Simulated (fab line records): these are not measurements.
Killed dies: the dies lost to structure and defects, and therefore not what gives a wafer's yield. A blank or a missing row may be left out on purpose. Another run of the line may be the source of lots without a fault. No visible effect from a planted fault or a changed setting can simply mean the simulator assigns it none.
Matching of chambers    flow n5 finfet    N5_BEOL_M6_CURE_74 on uv cure-03: 3 sister chambers
The step cures SiCOH lowk, time 240 s. 39 wafers are shown with their chamber, then 12 later ones without.

WAFERS PAIRED WITH THEIR CHAMBERS
wafer   chamber  wafer_temp_C_max  lamp power pct (%)
L076.1  2        386.5             52.30
L076.2  2        386.5             52.25
L076.5  2        386.8             52.37
L076.3  2        386.6             52.28
L076.4  2        387.1             52.32
L076.6  2        386.8             52.30
L075.1  2        386.4             52.33
L075.5  2        386.3             52.28
L075.6  2        386.7             52.23
L077.1  1        386.8             52.27
L077.2  1        387.2             52.42
L077.5  1        386.9             52.22
L077.3  1        386.7             52.32
L077.4  1        386.7             52.23
L077.6  1        387.6             52.27
L081.1  2        387.2             52.33
L081.2  2        386.7             52.29
L081.5  2        386.9             52.29
L083.1  0        387.5             52.37
L083.3  0        387.4             52.29
L083.5  0        387.1             52.23
L082.1  2        386.3             52.30
L082.3  2        386.1             52.34
L082.5  2        386.3             52.25
L084.3  0        387.4             52.30
L084.4  0        387.5             52.26
L084.5  0        386.5             52.34
L086.2  1        387.0             52.33
L086.5  1        386.9             52.37
L086.6  1        387.0             52.37
L087.1  1        386.2             52.30
L087.4  1        386.9             52.34
L087.5  1        386.5             52.31
L089.1  0        388.3             52.40
L089.3  0        387.5             52.27
L089.5  0        387.8             52.33
L089.2  0        387.9             52.27
L089.4  0        387.8             52.31
L089.6  0        387.4             52.24

SIGNATURES (averages over the wafers above)
reading           chamber 0  chamber 1  chamber 2  scatter within a chamber
wafer_temp_C_max  387.508    386.867    386.613    0.368
lamp power pct    52.3008    52.3125    52.2973    0.0493
Rule: for each reading, subtract the chamber's mean from the wafer's reading, divide by that reading's scatter and square the result; add these up over the readings and take the root, which gives the wafer's distance from the chamber. If the next closest chamber is less than 2 further off than the closest, the wafer can't be placed; otherwise it belongs to the closest. The scatter is the square root of a quotient: the sum, over the shown wafers, of each reading's squared deviation from its chamber's mean, divided by wafers minus chambers.

WAFERS WITHOUT THEIR CHAMBER
wafer   wafer_temp_C_max  lamp power pct (%)
L091.1  386.6             52.41
L091.2  386.4             52.35
L091.6  386.2             52.40
L091.3  386.5             52.32
L091.4  387.2             52.40
L091.5  386.4             52.33
L095.1  387.1             52.33
L095.4  387.2             52.23
L095.5  387.0             52.22
L097.1  387.8             52.24
L097.2  387.2             52.33
L097.6  387.5             52.24

WHICH CHAMBER EACH ONE RAN IN
wafer   from the rows above           in truth
L091.1  can't be placed: 1 or 2 or 0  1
L091.2  can't be placed: 2 or 1 or 0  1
L091.6  can't be placed: 2 or 1 or 0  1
L091.3  can't be placed: 2 or 1       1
L091.4  can't be placed: 1 or 0 or 2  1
L091.5  can't be placed: 2 or 1       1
L095.1  can't be placed: 1 or 0 or 2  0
L095.4  can't be placed: 0 or 1 or 2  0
L095.5  can't be placed: 2 or 1 or 0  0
L097.1  can't be placed: 0 or 1 or 2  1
L097.2  can't be placed: 1 or 0 or 2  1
L097.6  can't be placed: 0 or 1 or 2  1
Placed correctly: 0 of 12. These rows do not allow placing 12 (true chamber among the candidates in 12). Wrongly placed: 0.
